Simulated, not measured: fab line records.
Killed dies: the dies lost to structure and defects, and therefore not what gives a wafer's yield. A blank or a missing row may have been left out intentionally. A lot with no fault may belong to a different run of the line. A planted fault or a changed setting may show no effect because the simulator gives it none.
The tool behind it: which one? -- flow nandHarc -- 33 wafers from 11 lots sampled at 2 of the route's 1159 steps

## WHAT THE GAUGES READ, wafer by wafer
NHARC_A_BONDPAD_CD_MEAS_09 targets a cd of 500 nm.
lot,measured,on,cdNm (nm)
L875,day 18 14:27,cdSem-03,497.2 495.7 499.1
L877,day 18 23:46,cdSem-03,498.3 497.3 497.2
L879,day 19 05:56,cdSem-01,500.3 499.6 497.8
L882,day 19 22:07,cdSem-01,495.2 497.4 498.7
L884,day 20 14:33,cdSem-02,496.5 496.0 499.6
L887,day 20 22:35,cdSem-01,499.2 498.1 498.7
L886,day 20 23:16,cdSem-01,496.2 499.6 496.9
L888,day 21 01:58,cdSem-02,501.7 499.7 501.9
L897,day 22 22:04,cdSem-03,499.7 495.6 494.7
L896,day 23 04:37,cdSem-02,496.9 495.6 493.4
L898,day 23 20:07,cdSem-03,498.5 495.3 498.4

## TOOL THAT RAN EACH LOT (tool first, then ch and the chambers of the sampled wafers, then the start)
lot,NHARC_A_M1_ETCH_15
L875,"rieDiel-10 ch 0,2, day 18 14:27 or earlier"
L877,"rieDiel-10 ch 0,3, day 18 23:46 or earlier"
L879,"rieDiel-04 ch 0,2,3, day 19 05:56 or earlier"
L882,"rieDiel-04 ch 2,3, day 19 22:07 or earlier"
L884,"rieDiel-10 ch 1,2, day 20 14:33 or earlier"
L887,"rieDiel-02 ch 0,1,3, day 20 22:35 or earlier"
L886,"rieDiel-10 ch 0,2,3, day 20 23:16 or earlier"
L888,"rieDiel-04 ch 0,2,3, day 21 01:58 or earlier"
L897,"rieDiel-04 ch 2,3, day 22 22:04 or earlier"
L896,"rieDiel-02 ch 2,3, day 23 04:37 or earlier"
L898,"rieDiel-02 ch 1,2,3, day 23 20:07 or earlier"
- NHARC_A_M1_ETCH_15: etches the open film in C4F8/Ar, target depth 182.5 nm, time 91.2 s.

## THE ANSWER, worked out from the rows above alone
Rule: the lots themselves supply what counts as usual. The widest of any qualifying gaps counts: lots, ordered by their means at a reading, are off when they make up no more than a third of the lots, leave a main group of 4 or more, and stand apart from it by 3 or more times the standard deviation of that group's means. If all means in a main group match to the digits the tables above print for the reading, that group is not used. Also off: a lot with no number at a reading for which 4 or more lots have one. All remaining lots with rows at the step are treated as sound.
No lot is off at any reading shown: from this, nothing can be told.

## WHAT WAS PUT IN BY THE SIMULATOR
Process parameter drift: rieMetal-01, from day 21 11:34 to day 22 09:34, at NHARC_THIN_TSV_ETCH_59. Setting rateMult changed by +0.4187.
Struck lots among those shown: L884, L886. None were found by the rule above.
